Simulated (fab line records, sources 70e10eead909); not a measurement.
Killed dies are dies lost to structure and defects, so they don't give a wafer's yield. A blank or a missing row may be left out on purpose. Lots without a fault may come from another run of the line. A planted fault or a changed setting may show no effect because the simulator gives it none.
Which tool did it? | flow nand_harc | 24 lots, 72 wafers sampled, at 6 steps of a route of 1159

WHAT THE GAUGES READ, wafer by wafer
NHARC_A_BONDPAD_THK_MEAS_30: measures by ellipsometry.
lot  | measured     | on            | thk_nm (nm)
L075 | day 17 23:41 | film_metro-02 | 200.5 199.6 203.7
L076 | day 18 02:55 | film_metro-01 | 201.7 200.8 201.4
L077 | day 18 04:25 | film_metro-01 | 197.6 198.2 198.0
L074 | day 18 09:23 | film_metro-01 | 199.5 200.2 201.5
L078 | day 18 14:53 | film_metro-02 | 200.4 199.8 199.2
L079 | day 18 18:57 | film_metro-01 | 201.2 200.4 199.3
L080 | day 19 12:08 | film_metro-01 | 198.3 199.1 200.9
L081 | day 19 13:07 | film_metro-01 | 199.5 198.4 199.3
L082 | day 19 22:45 | film_metro-01 | 197.8 199.1 197.8
L083 | day 19 23:40 | film_metro-01 | 199.9 200.1 200.6
L084 | day 20 01:18 | film_metro-01 | 198.5 200.0 202.1
L086 | day 20 18:06 | film_metro-01 | 200.0 200.4 198.4
L087 | day 20 18:25 | film_metro-02 | 201.6 201.2 200.2
L085 | day 21 03:41 | film_metro-01 | 198.5 200.0 201.2
L088 | day 21 03:52 | film_metro-02 | 199.4 198.1 201.8
L089 | day 21 22:34 | film_metro-02 | 199.9 200.2 199.3
L091 | day 22 02:34 | film_metro-02 | 199.6 199.1 199.2
L090 | day 22 07:18 | film_metro-02 | 200.9 200.5 202.4
L092 | day 22 14:53 | film_metro-02 | 198.8 198.7 198.6
L096 | day 22 18:05 | film_metro-01 | 200.8 200.2 200.1
L094 | day 23 02:05 | film_metro-01 | 199.0 201.0 199.0
L095 | day 23 02:25 | film_metro-01 | 197.9 197.6 196.0
L093 | day 23 09:29 | film_metro-02 | 197.6 197.2 202.0
L097 | day 23 14:38 | film_metro-01 | 198.4 202.1 200.1

WHICH TOOL RAN EACH LOT (tool, then ch and the chambers of the sampled wafers, then the start)
lot  | NHARC_A_M0_ANNEAL_30             | NHARC_A_M0_PRE_CLEAN_31         | NHARC_A_M0_DEP_32               | NHARC_A_M1_ANNEAL_31             | NHARC_A_M1_DEP_33
L075 | rtp_anneal-02 ch 0, day 17 16:57 | pecvd-03 ch 0,1, day 17 17:51   | pecvd-03 ch 0,1, day 17 17:58   | rtp_anneal-02 ch 0, day 17 21:31 | pecvd-04 ch 0,2, day 17 22:28
L076 | rtp_anneal-02 ch 0, day 17 20:16 | pecvd-04 ch 0,1, day 17 21:09   | pecvd-04 ch 0,1, day 17 21:14   | rtp_anneal-01 ch 0, day 18 00:43 | pecvd-01 ch 0,1, day 18 01:47
L077 | rtp_anneal-02 ch 0, day 17 21:56 | pecvd-03 ch 0,1,2, day 17 22:49 | pecvd-03 ch 0,1,2, day 17 22:54 | rtp_anneal-01 ch 0, day 18 02:01 | pecvd-03 ch 0,1, day 18 03:13
L074 | rtp_anneal-01 ch 0, day 18 02:55 | pecvd-03 ch 0,1, day 18 03:49   | pecvd-03 ch 0,1, day 18 03:55   | rtp_anneal-02 ch 0, day 18 07:12 | pecvd-03 ch 0,1,2, day 18 08:11
L078 | rtp_anneal-01 ch 0, day 18 08:14 | pecvd-01 ch 0,1,2, day 18 09:08 | pecvd-01 ch 0,1,2, day 18 09:13 | rtp_anneal-02 ch 0, day 18 12:28 | pecvd-04 ch 0,1,2, day 18 13:40
L079 | rtp_anneal-01 ch 0, day 18 11:30 | pecvd-03 ch 0,1, day 18 13:33   | pecvd-03 ch 0,1, day 18 13:41   | rtp_anneal-01 ch 0, day 18 16:47 | pecvd-04 ch 0,1,2, day 18 17:44
L080 | rtp_anneal-01 ch 0, day 19 05:43 | pecvd-04 ch 0,2, day 19 06:32   | pecvd-04 ch 0,2, day 19 06:40   | rtp_anneal-02 ch 0, day 19 09:50 | pecvd-04 ch 0,1, day 19 10:55
L081 | rtp_anneal-02 ch 0, day 19 06:37 | pecvd-01 ch 0,1, day 19 07:34   | pecvd-01 ch 0,1, day 19 07:40   | rtp_anneal-01 ch 0, day 19 10:56 | pecvd-01 ch 0,1,2, day 19 11:54
L082 | rtp_anneal-02 ch 0, day 19 16:15 | pecvd-01 ch 1,2, day 19 17:11   | pecvd-01 ch 1,2, day 19 17:20   | rtp_anneal-01 ch 0, day 19 20:32 | pecvd-03 ch 0,1, day 19 21:35
L083 | rtp_anneal-01 ch 0, day 19 17:06 | pecvd-04 ch 0,1,2, day 19 18:11 | pecvd-04 ch 0,1,2, day 19 18:17 | rtp_anneal-01 ch 0, day 19 21:28 | pecvd-01 ch 0,1,2, day 19 22:27
L084 | rtp_anneal-02 ch 0, day 19 18:52 | pecvd-01 ch 0,1,2, day 19 19:39 | pecvd-01 ch 0,1,2, day 19 19:44 | rtp_anneal-02 ch 0, day 19 23:12 | pecvd-03 ch 0,1,2, day 20 00:08
L086 | rtp_anneal-01 ch 0, day 20 11:10 | pecvd-03 ch 0,2, day 20 12:04   | pecvd-03 ch 0,2, day 20 12:11   | rtp_anneal-01 ch 0, day 20 15:37 | pecvd-03 ch 0,2, day 20 16:35
L087 | rtp_anneal-02 ch 0, day 20 11:40 | pecvd-04 ch 1,2, day 20 12:35   | pecvd-04 ch 1,2, day 20 12:40   | rtp_anneal-02 ch 0, day 20 15:52 | pecvd-01 ch 0,2, day 20 16:52
L085 | rtp_anneal-01 ch 0, day 20 20:52 | pecvd-04 ch 0,1,2, day 20 21:46 | pecvd-04 ch 0,1,2, day 20 21:52 | rtp_anneal-01 ch 0, day 21 01:19 | pecvd-04 ch 0,1, day 21 02:29
L088 | rtp_anneal-01 ch 0, day 20 21:21 | pecvd-01 ch 0,1,2, day 20 22:15 | pecvd-01 ch 0,1,2, day 20 22:21 | rtp_anneal-02 ch 0, day 21 01:41 | pecvd-01 ch 1,2, day 21 02:39
L089 | rtp_anneal-02 ch 0, day 21 15:59 | pecvd-04 ch 0,2, day 21 16:49   | pecvd-04 ch 0,2, day 21 16:57   | rtp_anneal-01 ch 0, day 21 20:08 | pecvd-04 ch 1,2, day 21 21:23
L091 | rtp_anneal-02 ch 0, day 21 19:53 | pecvd-03 ch 0,1,2, day 21 20:56 | pecvd-03 ch 0,1,2, day 21 21:01 | rtp_anneal-01 ch 0, day 22 00:24 | pecvd-03 ch 0,1,2, day 22 01:22
L090 | rtp_anneal-01 ch 0, day 22 00:45 | pecvd-01 ch 0,1, day 22 01:39   | pecvd-01 ch 0,1, day 22 01:45   | rtp_anneal-01 ch 0, day 22 05:07 | pecvd-03 ch 0,1, day 22 06:07
L092 | rtp_anneal-01 ch 0, day 22 08:17 | pecvd-04 ch 0,1,2, day 22 09:11 | pecvd-04 ch 0,1,2, day 22 09:20 | rtp_anneal-01 ch 0, day 22 12:34 | pecvd-01 ch 0,1,2, day 22 13:33
L096 | rtp_anneal-01 ch 0, day 22 11:24 | pecvd-01 ch 0,1,2, day 22 12:37 | pecvd-01 ch 0,1,2, day 22 12:41 | rtp_anneal-02 ch 0, day 22 15:55 | pecvd-03 ch 0,1,2, day 22 16:53
L094 | rtp_anneal-01 ch 0, day 22 19:43 | pecvd-04 ch 0,1,2, day 22 20:37 | pecvd-04 ch 0,1,2, day 22 20:44 | rtp_anneal-01 ch 0, day 22 23:59 | pecvd-04 ch 1,2, day 23 00:52
L095 | rtp_anneal-02 ch 0, day 22 20:01 | pecvd-03 ch 0,1,2, day 22 20:58 | pecvd-03 ch 0,1,2, day 22 21:03 | rtp_anneal-02 ch 0, day 23 00:14 | pecvd-04 ch 0,1,2, day 23 01:13
L093 | rtp_anneal-01 ch 0, day 23 02:44 | pecvd-04 ch 0,1,2, day 23 03:35 | pecvd-04 ch 0,1,2, day 23 03:41 | rtp_anneal-02 ch 0, day 23 07:14 | pecvd-04 ch 0,1,2, day 23 08:14
L097 | rtp_anneal-02 ch 0, day 23 08:01 | pecvd-04 ch 0,1,2, day 23 08:56 | pecvd-04 ch 0,1,2, day 23 09:05 | rtp_anneal-01 ch 0, day 23 12:20 | pecvd-04 ch 1,2, day 23 13:18
- NHARC_A_M0_ANNEAL_30: time 90 s.
- NHARC_A_M0_PRE_CLEAN_31: time 12 s.
- NHARC_A_M0_DEP_32: deposits SiCN, target thk 30 nm.
- NHARC_A_M1_ANNEAL_31: time 90 s.
- NHARC_A_M1_DEP_33: deposits SiCN, target thk 30 nm.

WHAT THE TOOLS THEMSELVES READ (means of the sampled wafers that have a number; where no wafer has one, the mark that the record gives instead)
NHARC_A_M0_ANNEAL_30.
lot  | tool          | wafer_temp_C_max
L075 | rtp_anneal-02 | 226.3
L076 | rtp_anneal-02 | 225.8
L077 | rtp_anneal-02 | 226.0
L074 | rtp_anneal-01 | 225.9
L078 | rtp_anneal-01 | 226.2
L079 | rtp_anneal-01 | 226.6
L080 | rtp_anneal-01 | 226.4
L081 | rtp_anneal-02 | 225.8
L082 | rtp_anneal-02 | 225.9
L083 | rtp_anneal-01 | 226.1
L084 | rtp_anneal-02 | 225.9
L086 | rtp_anneal-01 | 226.6
L087 | rtp_anneal-02 | 225.7
L085 | rtp_anneal-01 | 226.6
L088 | rtp_anneal-01 | 226.0
L089 | rtp_anneal-02 | 225.6
L091 | rtp_anneal-02 | 226.0
L090 | rtp_anneal-01 | 226.2
L092 | rtp_anneal-01 | 226.2
L096 | rtp_anneal-01 | 226.4
L094 | rtp_anneal-01 | 226.3
L095 | rtp_anneal-02 | 225.9
L093 | rtp_anneal-01 | 226.4
L097 | rtp_anneal-02 | 225.9

NHARC_A_M0_PRE_CLEAN_31.
lot  | tool     | heater_power_w (W)
L075 | pecvd-03 | 627
L076 | pecvd-04 | 662
L077 | pecvd-03 | 679
L074 | pecvd-03 | 648
L078 | pecvd-01 | 754
L079 | pecvd-03 | 596
L080 | pecvd-04 | 672
L081 | pecvd-01 | 702
L082 | pecvd-01 | 738
L083 | pecvd-04 | 665
L084 | pecvd-01 | 703
L086 | pecvd-03 | 671
L087 | pecvd-04 | 722
L085 | pecvd-04 | 658
L088 | pecvd-01 | 692
L089 | pecvd-04 | 634
L091 | pecvd-03 | 711
L090 | pecvd-01 | 690
L092 | pecvd-04 | 628
L096 | pecvd-01 | 742
L094 | pecvd-04 | 658
L095 | pecvd-03 | 690
L093 | pecvd-04 | 654
L097 | pecvd-04 | 658

NHARC_A_M0_DEP_32.
lot  | tool     | heater_power_w (W) | showerhead_vpp_V (V)
L075 | pecvd-03 | 576                | 1386
L076 | pecvd-04 | 578                | 1319
L077 | pecvd-03 | 625                | 1359
L074 | pecvd-03 | 585                | 1375
L078 | pecvd-01 | 649                | 1326
L079 | pecvd-03 | 596                | 1386
L080 | pecvd-04 | 619                | 1196
L081 | pecvd-01 | 617                | 1304
L082 | pecvd-01 | 636                | 1321
L083 | pecvd-04 | 653                | 1264
L084 | pecvd-01 | 671                | 1336
L086 | pecvd-03 | 612                | 1354
L087 | pecvd-04 | 569                | 1222
L085 | pecvd-04 | 620                | 1260
L088 | pecvd-01 | 674                | 1326
L089 | pecvd-04 | 618                | 1189
L091 | pecvd-03 | 651                | 1357
L090 | pecvd-01 | 682                | 1333
L092 | pecvd-04 | 617                | 1265
L096 | pecvd-01 | 672                | 1332
L094 | pecvd-04 | 621                | 1265
L095 | pecvd-03 | 653                | 1341
L093 | pecvd-04 | 596                | 1277
L097 | pecvd-04 | 566                | 1271

NHARC_A_M1_ANNEAL_31.
lot  | tool          | wafer_temp_C_max
L075 | rtp_anneal-02 | 225.9
L076 | rtp_anneal-01 | 226.4
L077 | rtp_anneal-01 | 226.7
L074 | rtp_anneal-02 | 225.8
L078 | rtp_anneal-02 | 225.9
L079 | rtp_anneal-01 | 226.4
L080 | rtp_anneal-02 | 226.0
L081 | rtp_anneal-01 | 226.2
L082 | rtp_anneal-01 | 226.4
L083 | rtp_anneal-01 | 226.2
L084 | rtp_anneal-02 | 226.0
L086 | rtp_anneal-01 | 226.1
L087 | rtp_anneal-02 | 225.8
L085 | rtp_anneal-01 | 225.9
L088 | rtp_anneal-02 | 225.7
L089 | rtp_anneal-01 | 226.1
L091 | rtp_anneal-01 | 226.2
L090 | rtp_anneal-01 | 226.1
L092 | rtp_anneal-01 | 226.5
L096 | rtp_anneal-02 | 225.7
L094 | rtp_anneal-01 | 226.4
L095 | rtp_anneal-02 | 225.8
L093 | rtp_anneal-02 | 225.7
L097 | rtp_anneal-01 | 226.0

NHARC_A_M1_DEP_33.
lot  | tool     | heater_power_w (W) | showerhead_vpp_V (V)
L075 | pecvd-04 | 591                | 1217
L076 | pecvd-01 | 656                | 1326
L077 | pecvd-03 | 499                | 1381
L074 | pecvd-03 | 648                | 1346
L078 | pecvd-04 | 555                | 1261
L079 | pecvd-04 | 580                | 1262
L080 | pecvd-04 | 585                | 1291
L081 | pecvd-01 | 694                | 1342
L082 | pecvd-03 | 608                | 1383
L083 | pecvd-01 | 647                | 1325
L084 | pecvd-03 | 612                | 1350
L086 | pecvd-03 | 667                | 1326
L087 | pecvd-01 | 702                | 1340
L085 | pecvd-04 | 561                | 1298
L088 | pecvd-01 | 704                | 1350
L089 | pecvd-04 | 607                | 1247
L091 | pecvd-03 | 628                | 1349
L090 | pecvd-03 | 583                | 1381
L092 | pecvd-01 | 692                | 1322
L096 | pecvd-03 | 604                | 1354
L094 | pecvd-04 | 578                | 1325
L095 | pecvd-04 | 648                | 1264
L093 | pecvd-04 | 641                | 1268
L097 | pecvd-04 | 618                | 1318

THE ANSWER, worked out from the rows above alone
Rule: what is usual is taken from the lots themselves. Put in order of their means at a reading, lots are off if they are a third of the lots or fewer, leave a main group of 4 or more, and stand apart from it by a gap of 3 or more times the standard deviation of the main group's means; of several such gaps the widest counts. A main group whose means are all the same, to the digits that the tables above print for the reading, isn't used. A lot without any number at a reading at which 4 lots or more have one is off too. The other lots that the step has rows for count as sound. The gauges are gone through in route order, then the tools' own readings, and for those a lot's mean is taken as printed above. The first step at which some lot is off is used, and at that step the reading that is off furthest; a lot without a number counts as furthest.
No lot is off at any reading shown: from this, nothing can be told.

WHAT THE SIMULATOR HAD PUT IN
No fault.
